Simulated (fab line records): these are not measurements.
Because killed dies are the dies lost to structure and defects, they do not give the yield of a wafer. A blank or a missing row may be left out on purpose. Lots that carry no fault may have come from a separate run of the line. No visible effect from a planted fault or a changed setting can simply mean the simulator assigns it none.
Matching of chambers / flow n5Finfet / N5_MOL_CONTACT_COAG_CMP_23 on cmp-04 has 4 sister chambers
The step polishes, stops on SiO2, t overpolish 1.5 s, target thk 0 nm. 4 wafers are shown with their chamber, then 9 later ones without.

## WAFERS PAIRED WITH THEIR CHAMBERS
wafer=L086.5; chamber=3; motorCurrentA (A)=8.9
wafer=L088.1; chamber=1; motorCurrentA (A)=7.1
wafer=L088.3; chamber=2; motorCurrentA (A)=7.9
wafer=L088.5; chamber=0; motorCurrentA (A)=9.7

## WAFERS WITHOUT THEIR CHAMBER
wafer=L089.1; motorCurrentA (A)=7.7
wafer=L089.5; motorCurrentA (A)=9.1
wafer=L089.6; motorCurrentA (A)=8.2
wafer=L092.1; motorCurrentA (A)=9.5
wafer=L092.3; motorCurrentA (A)=9.1
wafer=L092.4; motorCurrentA (A)=7.5
wafer=L094.1; motorCurrentA (A)=7.7
wafer=L094.2; motorCurrentA (A)=9.7
wafer=L094.3; motorCurrentA (A)=8.0

## WHICH CHAMBER EACH ONE RAN IN
wafer=L089.1; from the rows above=can't be placed: 2 or 1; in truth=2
wafer=L089.5; from the rows above=can't be placed: 3 or 0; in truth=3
wafer=L089.6; from the rows above=can't be placed: 2 or 3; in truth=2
wafer=L092.1; from the rows above=can't be placed: 0 or 3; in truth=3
wafer=L092.3; from the rows above=can't be placed: 3 or 0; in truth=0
wafer=L092.4; from the rows above=can't be placed: 1 or 2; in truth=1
wafer=L094.1; from the rows above=can't be placed: 2 or 1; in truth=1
wafer=L094.2; from the rows above=0; in truth=0
wafer=L094.3; from the rows above=2; in truth=2
Correct placement for 2 of the 9. Unplaceable from these rows: 7, with the true chamber sitting among the candidates in 7. 0 placed wrongly.
How it was worked out, from the rows above alone: a wafer's distance from a chamber is the root of the sum, over the readings, of the square of ((its reading less the chamber's mean) divided by the reading's scatter). If the next closest chamber is less than 2 further off than the closest, the wafer can't be placed; otherwise it belongs to the closest. Each chamber's mean is taken over the wafers shown for it. The scatter (one wafer shown for each chamber): square how far every hidden wafer sits from the nearest shown wafer, average those squares and take the square root.
